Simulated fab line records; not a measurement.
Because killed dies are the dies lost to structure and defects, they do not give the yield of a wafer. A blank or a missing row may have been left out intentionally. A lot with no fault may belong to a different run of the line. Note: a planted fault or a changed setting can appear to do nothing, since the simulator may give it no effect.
Problem report in the 8D (eight disciplines) form, filled by code :: flow n5Finfet :: the parts of the form that need people (team, actions taken, sign-off) are left out

1. THE ISSUE
Mean of thkNm at N5_SD_EPI_N_EPI_MEAS_23: 50.5 nm across 6 wafers in 2 lots; on wafers with no fault it is 58.9 nm (standard deviation 1.1). Measured from the usual mean, that is -7.7 standard deviations.
Earliest sighting: wafer L886.2 on filmMetro-01 at day 7 10:44. The record has a number at this step for 24 wafers belonging to 8 lots. By rule, "out" or "out of limits" means more than 4 standard deviations away from the usual mean. All remaining wafers that have a number are taken as sound.

2. WHAT IT IS; WHAT IT IS NOT
question: which readings at this step
is: thkNm
is not: -

question: which lots
is: L886, L889
is not: L870, L871, L872, L874, L875, L877

question: which wafers of those lots
is: all that have a number
is not: -

question: read on which gauges
is: filmMetro-01
is not: filmMetro-02

question: when
is: from day 7 10:44
is not: up to then (18 sound wafers)

3. SUSPECTS, AND WHAT RULES EACH OUT
Counting: a tool stays on the suspect list if, at a process step up to the reading, it processed all lots that are out and no sound lot following the first of them.
- the gauge at N5_SD_EPI_N_EPI_MEAS_23: ruled out. All the wafers that are out were read on filmMetro-01, but those of them that N5_SD_EPI_N_EPI_21 has rows for are out there too, on other tools.
- rieDiel-01 at N5_SD_EPI_N_DESCUM_14 (chemistry O2, time 7.9 s): kept. Every lot that is out went through it, starting with L886 (day 7 07:20), and after that it ran no sound lot; the last sound lot it ran before then is L875 (day 4 13:00).
- rieDiel-01 at N5_SD_EPI_N_ETCH_34 (etches SiARC in CF4, target depth 45.5 nm, time 75.8 s): kept. Every lot that is out went through it, starting with L886 (day 7 07:22), and after that it ran no sound lot; the last sound lot it ran before then is L875 (day 4 13:02).
- plasmaAsher-02 at N5_SD_EPI_N_STRIP_38 (strips in N2/H2): kept. Every lot that is out went through it, starting with L886 (day 7 08:07), and after that it ran no sound lot; the last sound lot it ran before then is L877 (day 5 05:38).
- epiRpcvd-01 at N5_SD_EPI_N_EPI_21 (deposits Si:P, time 690 s): kept. Every lot that is out went through it, starting with L886 (day 7 09:17), and after that it ran no sound lot; the last sound lot it ran before then is L875 (day 4 14:58). Out on those wafers are its own readings of susceptorTempC, susceptor_temp_C_max.
Left after counting: rieDiel-01 at N5_SD_EPI_N_DESCUM_14, rieDiel-01 at N5_SD_EPI_N_ETCH_34, plasmaAsher-02 at N5_SD_EPI_N_STRIP_38, epiRpcvd-01 at N5_SD_EPI_N_EPI_21.

4. THE CAUSE (what the simulator had put in)
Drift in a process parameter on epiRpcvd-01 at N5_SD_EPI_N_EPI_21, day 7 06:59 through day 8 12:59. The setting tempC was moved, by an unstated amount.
4 suspects survive the count, and this tool is in that group.

5. THE EFFECT CHAIN, in route order
Each row: a reading whose mean over the struck wafers that have a number lies more than 3 standard deviations from the usual. Readings are gone through only where the record gives a usual standard deviation; hours: the median, over the lots, of the time from a lot's start at the first step in this table giving one to that lot's start at this step; sigmas: the change measured in usual standard deviations.
hours: 0
step: N5_SD_EPI_N_EPI_21
reading: susceptorTempC
usual: 680.0 C
on struck wafers: 671.1
change: -8.9
sigmas: -26

hours: 0
step: N5_SD_EPI_N_EPI_21
reading: susceptor_temp_C_max
usual: 681.5
on struck wafers: 672.7
change: -8.8
sigmas: -16

hours: 2
step: N5_SD_EPI_N_EPI_MEAS_23
reading: thkNm
usual: 58.9 nm
on struck wafers: 50.5
change: -8.4
sigmas: -7.7

hours: 8
step: N5_SD_ACTIVATION_RS_MEAS_03
reading: RS_SD_N
usual: 22.0 ohm/sq
on struck wafers: 25.7
change: +3.7
sigmas: +12

hours: 174
step: N5_BEOL_M4_RC_MEAS_101
reading: RS_SD_N
usual: 28.5 ohm/sq
on struck wafers: 33.3
change: +4.8
sigmas: +13
The process steps in it:
- N5_SD_EPI_N_EPI_21: deposits Si:P, time 690 s.

6. HOW IT WOULD HAVE BEEN CAUGHT EARLIER
4 hours passed between the start of the fault at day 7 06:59 and the first reading out of limits at a measuring or inspecting step in this record, taken at day 7 10:44.
The tool's own readings at N5_SD_EPI_N_EPI_21 were out on every struck wafer that the step has a row for (susceptorTempC, susceptor_temp_C_max): an alarm limit on them would have fired on the first of those.
Among the 2 lots that are out, L889 began N5_SD_EPI_N_EPI_21 on epiRpcvd-01 after day 7 10:44. A hold on the tool at that time would have spared it.
